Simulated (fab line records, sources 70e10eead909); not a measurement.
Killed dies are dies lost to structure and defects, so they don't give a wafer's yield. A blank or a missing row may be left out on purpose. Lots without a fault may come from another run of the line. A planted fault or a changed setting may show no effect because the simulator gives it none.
fab line records | flow nand_harc
record lots=13 wafers=39 last_day=27
route steps=1159 shown P_ZERO_WELL@41 P_STI@83 END@1159
lots that met no fault: from a run of the same line without faults
start_h: hours from the record's first day to the start of the lot's first wafer shown | wait_h: hours since the lot's step before | " the same as in the row above | L1.1+2: a row that stands for several wafers | - no value, or no start given | * or withheld: withheld | < > ~ a bound
route shown NAME@n: a module of which the file shows steps, and the number in the route of the first | usual: mean/standard deviation of fault-free wafers | same: alike in all rows | chamber/n: place in a boat | sites: the reading at each site | _std_site: their standard deviation | _edge_site: outer sites' mean less inner sites' | radius_mm: how far each site lies from the wafer's centre | mask NAME#n: copy n | behind: the tool/chamber that last shaped the wafer | hold: why the lot was held/for how many hours/how that ended | device: the transistor (n, p or np) that didn't switch | end of line: the same wafers' tests at the end of the route | a step without rows: its recipe alone | killed: dies lost to structure and defects at the first sort, not the wafer's yield | map: a wafer's dies, x killed, . not, _ none there
set.NAME: the setting as run; set.NAME@STEP: as run at that earlier step | model.NAME: the simulator's own value behind a step, which no gauge read
steps of the route over a sample of lots; a table a step, a row a wafer
services: from which hour (start_h, from the record's first day; less than 0 if before it) a tool's chamber was out of use, for how many hours, and why
## steps
# step NHARC_P_ZERO_WELL_EXPOSE_34
# recipe na=0.6 target_cd_nm=720 dose_mj=22.31 mask_id=P_PWELL
# columns lot.wafer tool chamber start_h wait_h mask
L987.1+5+6 krf_scanner-02 0 16.07 - P_PWELL#0
L988.2+3+6 krf_scanner-03 0 22.06 - P_PWELL#0
L989.1+3+4 krf_scanner-01 0 28.07 - P_PWELL#0
L994.2+3+4 krf_scanner-02 0 60.19 - P_NWELL#0
L100.4+5+6 krf_scanner-01 0 94.32 - P_PWELL#0
L102.2+3+6 krf_scanner-01 0 106.10 - P_PWELL#0
L103.1+2+5 krf_scanner-01 0 111.92 - P_PWELL#0
L104.1+3+4 krf_scanner-01 0 118.03 - P_PWELL#0
L105.2+5+6 krf_scanner-02 0 123.95 - P_PWELL#0
L106.1+2+5 krf_scanner-01 0 130.11 - P_PWELL#0
L107.1+5+6 krf_scanner-02 0 135.81 - P_PWELL#0
L108.1+2+6 krf_scanner-01 0 142.10 - P_PWELL#0
L110.3+4+6 krf_scanner-03 0 154.13 - P_PWELL#0
# step NHARC_P_ZERO_WELL_CD_MEAS_37
# recipe target_cd_nm=720 landing_energy_ev=500
# usual cd_nm=719.7/1.3
# columns lot.wafer tool chamber start_h wait_h cd_nm
L987.1 cd_sem-02 0 16.23 - 719.4
L987.5 " 0 " " 718.9
L987.6 " 0 " " 720.5
L988.2 cd_sem-03 0 22.21 - 717.7
L988.3 " 0 " " 717.3
L988.6 " 0 " " 719.7
L989.1 cd_sem-02 0 28.23 - 721.2
L989.3 " 0 " " 720.2
L989.4 " 0 " " 721.1
L994.2 cd_sem-03 0 60.35 - -
L994.3 " 0 " " -
L994.4 " 0 " " -
L100.4 cd_sem-03 0 94.47 - 718.4
L100.5 " 0 " " 718.4
L100.6 " 0 " " 718.6
L102.2 cd_sem-03 0 106.25 - 720.4
L102.3 " 0 " " 719.6
L102.6 " 0 " " 720.0
L103.1 cd_sem-03 0 112.08 - 718.0
L103.2 " 0 " " 718.4
L103.5 " 0 " " 717.4
L104.1 cd_sem-03 0 118.19 - 721.5
L104.3 " 0 " " 720.8
L104.4 " 0 " " 720.2
L105.2 cd_sem-03 0 124.11 - 719.4
L105.5 " 0 " " 718.8
L105.6 " 0 " " 719.9
L106.1 cd_sem-03 0 130.27 - 719.3
L106.2 " 0 " " 720.0
L106.5 " 0 " " 718.1
L107.1 cd_sem-03 0 135.96 - 720.6
L107.5 " 0 " " 720.7
L107.6 " 0 " " 721.3
L108.1 cd_sem-03 0 142.26 - 720.1
L108.2 " 0 " " 720.3
L108.6 " 0 " " 719.6
L110.3 cd_sem-02 0 154.28 - 719.6
L110.4 " 0 " " 718.4
L110.6 " 0 " " 717.2
# step NHARC_P_ZERO_WELL_RTA_42
# recipe temp_c=1100 time_s=300
# usual lamp_power_pct=32.8/1.4 lamp_zone_3_pct=32.8/1.4 wafer_temp_C_max=1106.7/2
# columns lot.wafer tool chamber start_h wait_h lamp_power_pct lamp_zone_3_pct wafer_temp_C_max
L987.1 rtp_anneal-02 0 19.00 - 31.7 31.7 1108.9
L987.5 " 0 " " 31.7 31.7 1107.3
L987.6 " 0 " " 31.6 31.7 1110.1
L988.2 rtp_anneal-01 0 25.24 - 34.7 34.7 1105.5
L988.3 " 0 " " 34.7 34.7 1104.9
L988.6 " 0 " " 34.7 34.7 1104.7
L989.1 rtp_anneal-01 0 31.09 - 34.7 34.6 1104.7
L989.3 " 0 " " 34.7 34.7 1103.6
L989.4 " 0 " " 34.7 34.7 1104.4
L994.2 rtp_anneal-02 0 63.18 - 31.6 31.6 1109.7
L994.3 " 0 " " 31.5 31.6 1108.3
L994.4 " 0 " " 31.6 31.7 1107.4
L100.4 rtp_anneal-02 0 97.53 - 31.7 31.7 1106.5
L100.5 " 0 " " 31.7 31.8 1109.6
L100.6 " 0 " " 31.7 31.7 1108.5
L102.2 rtp_anneal-02 0 109.20 - 31.7 31.7 1110.4
L102.3 " 0 " " 31.7 31.8 1109.3
L102.6 " 0 " " 31.7 31.7 1107.1
L103.1 rtp_anneal-02 0 114.92 - 31.8 31.7 1105.3
L103.2 " 0 " " 31.7 31.7 1105.3
L103.5 " 0 " " 31.8 31.7 1105.8
L104.1 rtp_anneal-01 0 120.99 - 34.7 34.6 1106.6
L104.3 " 0 " " 34.7 34.7 1104.7
L104.4 " 0 " " 34.7 34.6 1104.1
L105.2 rtp_anneal-02 0 127.03 - 31.8 31.7 1107.5
L105.5 " 0 " " 31.7 31.7 1105.6
L105.6 " 0 " " 31.8 31.7 1108.0
L106.1 rtp_anneal-01 0 133.07 - 34.7 34.7 1105.1
L106.2 " 0 " " 34.6 34.7 1104.6
L106.5 " 0 " " 34.7 34.6 1104.9
L107.1 rtp_anneal-02 0 138.83 - 31.7 31.7 1106.7
L107.5 " 0 " " 31.7 31.7 1107.3
L107.6 " 0 " " 31.7 31.7 1106.7
L108.1 rtp_anneal-02 0 145.05 - 31.7 31.7 1110.6
L108.2 " 0 " " 31.7 31.8 1107.4
L108.6 " 0 " " 31.7 31.8 1106.5
L110.3 rtp_anneal-02 0 157.15 - 31.7 31.7 1108.1
L110.4 " 0 " " 31.7 31.7 1106.2
L110.6 " 0 " " 31.7 31.7 1106.6
# step NHARC_P_STI_CD_MEAS_09
# recipe target_cd_nm=200 landing_energy_ev=500
# usual cd_nm=200.3/1.7
# columns lot.wafer tool chamber start_h wait_h cd_nm
L987.1 cd_sem-03 0 32.31 - 199.3
L987.5 " 0 " " 200.8
L987.6 " 0 " " 197.8
L989.1 cd_sem-01 0 44.78 - 203.3
L989.3 " 0 " " 203.1
L989.4 " 0 " " 203.5
L988.2 cd_sem-03 0 44.94 - 200.9
L988.3 " 0 " " 200.0
L988.6 " 0 " " 200.3
L100.4 cd_sem-02 0 113.20 - 200.0
L100.5 " 0 " " 200.2
L100.6 " 0 " " 199.6
L102.2 cd_sem-03 0 125.05 - 201.5
L102.3 " 0 " " 201.7
L102.6 " 0 " " 200.7
L103.1 cd_sem-01 0 132.47 - 198.2
L103.2 " 0 " " 201.1
L103.5 " 0 " " 198.5
L104.1 cd_sem-03 0 136.83 - 200.6
L104.3 " 0 " " 201.6
L104.4 " 0 " " 198.6
L105.2 cd_sem-03 0 144.72 - 198.2
L105.5 " 0 " " 200.2
L105.6 " 0 " " 201.3
L106.1 cd_sem-02 0 151.05 - 199.7
L106.2 " 0 " " 201.6
L106.5 " 0 " " 201.6
L107.1 cd_sem-02 0 156.54 - 199.2
L107.5 " 0 " " 197.8
L107.6 " 0 " " 198.6
L108.1 cd_sem-03 0 162.94 - 201.9
L108.2 " 0 " " 203.1
L108.6 " 0 " " 201.5
L110.3 cd_sem-02 0 175.35 - 197.0
L110.4 " 0 " " 197.8
L110.6 " 0 " " 199.0
# step NHARC_P_STI_CD_MEAS_16
# usual cd_nm=200.2/1.8
# columns lot.wafer tool chamber start_h wait_h cd_nm
L987.1 cd_sem-01 - 33.02 - 198.6
L987.5 " - " " 200.2
L987.6 " - " " 197.7
L989.1 cd_sem-01 - 45.49 - 203.8
L989.3 " - " " 203.0
L989.4 " - " " 203.6
L988.2 cd_sem-02 - 45.64 - 201.6
L988.3 " - " " 200.0
L988.6 " - " " 201.0
L100.4 cd_sem-01 - 113.90 - 199.0
L100.5 " - " " 199.1
L100.6 " - " " 198.9
L102.2 cd_sem-01 - 125.74 - 201.6
L102.3 " - " " 202.2
L102.6 " - " " 199.9
L103.1 cd_sem-01 - 133.17 - 197.3
L103.2 " - " " 199.4
L103.5 " - " " 197.5
L104.1 cd_sem-03 - 137.56 - 201.2
L104.3 " - " " 202.8
L104.4 " - " " 198.3
L105.2 cd_sem-02 - 145.42 - 198.8
L105.5 " - " " 200.2
L105.6 " - " " 201.6
L106.1 cd_sem-02 - 151.74 - 199.4
L106.2 " - " " 199.9
L106.5 " - " " 199.5
L107.1 cd_sem-03 - 157.23 - 198.3
L107.5 " - " " 198.2
L107.6 " - " " 198.3
L108.1 cd_sem-03 - 163.63 - 203.4
L108.2 " - " " 202.3
L108.6 " - " " 201.8
L110.3 cd_sem-01 - 176.06 - 197.5
L110.4 " - " " 197.2
L110.6 " - " " 199.7
# step NHARC_END_SORT_01
# recipe temp_c=25
# usual killed_at_array=28/11 killed_at_other=0.9/1.2 killed_at_periphery=2.6/2.1 killed_dies=31/11 killed_open=3.1/1.7 killed_short=1.9/1.3
# same gross_dies=677
# columns lot.wafer tool chamber start_h wait_h killed_at_array killed_at_other killed_at_periphery killed_dies killed_open killed_short
L994.2 prober-02 0 587.14 2.8 18 4 655 677 6 1
L994.3 prober-02 0 587.94 3.1 12 1 664 677 2 1
L994.4 prober-02 0 588.75 3.4 16 3 658 677 5 4
# killed by level:class
L994.2 P_ZERO_WELL:area_expose=651 A_CHANNEL_HOLE_D1:chamber_film_flake=9 A_SGD_CUT:chamber_film_flake=4 THIN_TSV:chamber_film_flake=4 P_M1:geometric_particle:open=2 A_M0:geometric_particle:open=2 P_M0:geometric_particle:open=1 A_SOURCE_PLATE:geometric_particle:short=1
L994.3 P_ZERO_WELL:area_expose=662 A_CHANNEL_HOLE_D1:chamber_film_flake=4 A_STAIRCASE:chamber_film_flake=3 A_CONTACT:chamber_film_flake=2 P_M0:geometric_particle:open=1 P_M1:geometric_particle:open=1 A_CHANNEL_FILL_D1:geometric_particle:short=1 A_SGD_CUT:chamber_film_flake=1
L994.4 P_ZERO_WELL:area_expose=657 A_CHANNEL_HOLE_D1:chamber_film_flake=7 THIN_TSV:chamber_film_flake=3 A_M1:geometric_particle:open=2 P_CONTACT:geometric_particle:short=1 A_CHANNEL_FILL_D1:geometric_particle:open=1 A_WL_FILL:geometric_particle:short=1 A_WL_FILL:geometric_particle:open=1
## services
# columns tool chamber start_h hours kind
krf_scanner-03 - -4.00 4.0 pm
krf_scanner-02 0 19.79 - calibration
krf_scanner-02 - 38.00 4.0 pm
krf_scanner-03 - 38.24 1.1 repair
krf_scanner-02 - 76.63 0.7 repair
krf_scanner-01 - 87.10 4.0 pm
krf_scanner-03 0 107.69 - calibration
krf_scanner-03 - 119.74 2.0 repair
krf_scanner-03 - 131.98 5.0 repair
krf_scanner-01 0 133.33 - calibration
krf_scanner-01 - 154.32 3.3 repair
## key
first_sign step=NHARC_P_ZERO_WELL_EXPOSE_34 reading=mask direction=changed
effect step=NHARC_P_ZERO_WELL_CD_MEAS_37 reading=cd_nm direction=missing
effect step=NHARC_END_SORT_01 reading=killed_at_periphery direction=up sigmas=99+ usual=2.6 struck=659
more_kills_born_at NHARC_P_ZERO_WELL_EXPOSE_34@krf_scanner-02=1970
met_at NHARC_P_ZERO_WELL_EXPOSE_34
struck_lots L994
later_rows_left_out L994.2,L994.3,L994.4
tester_left_out L994
not_acting_at NHARC_P_ZERO_WELL_RTA_42,NHARC_P_STI_CD_MEAS_09,NHARC_P_STI_CD_MEAS_16
onset_between 16.07 60.19
fault kind=wrong_mask tool=any chamber=- onset_h=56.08 steps=NHARC_P_ZERO_WELL_EXPOSE_34 aux_copy=P_NWELL#0 scope=struck_lots_only
# tester_left_out: of these lots the tester's yield and bins aren't shown, on N5 and GAA mostly nor the transistor test; their killed dies are dies lost to structure and defects alone, not to doping, threshold or leakage, so they don't give the yield
# later_rows_left_out: the simulator's readings of these wafers behind a module that went badly wrong aren't trusted and aren't shown, but for the sort
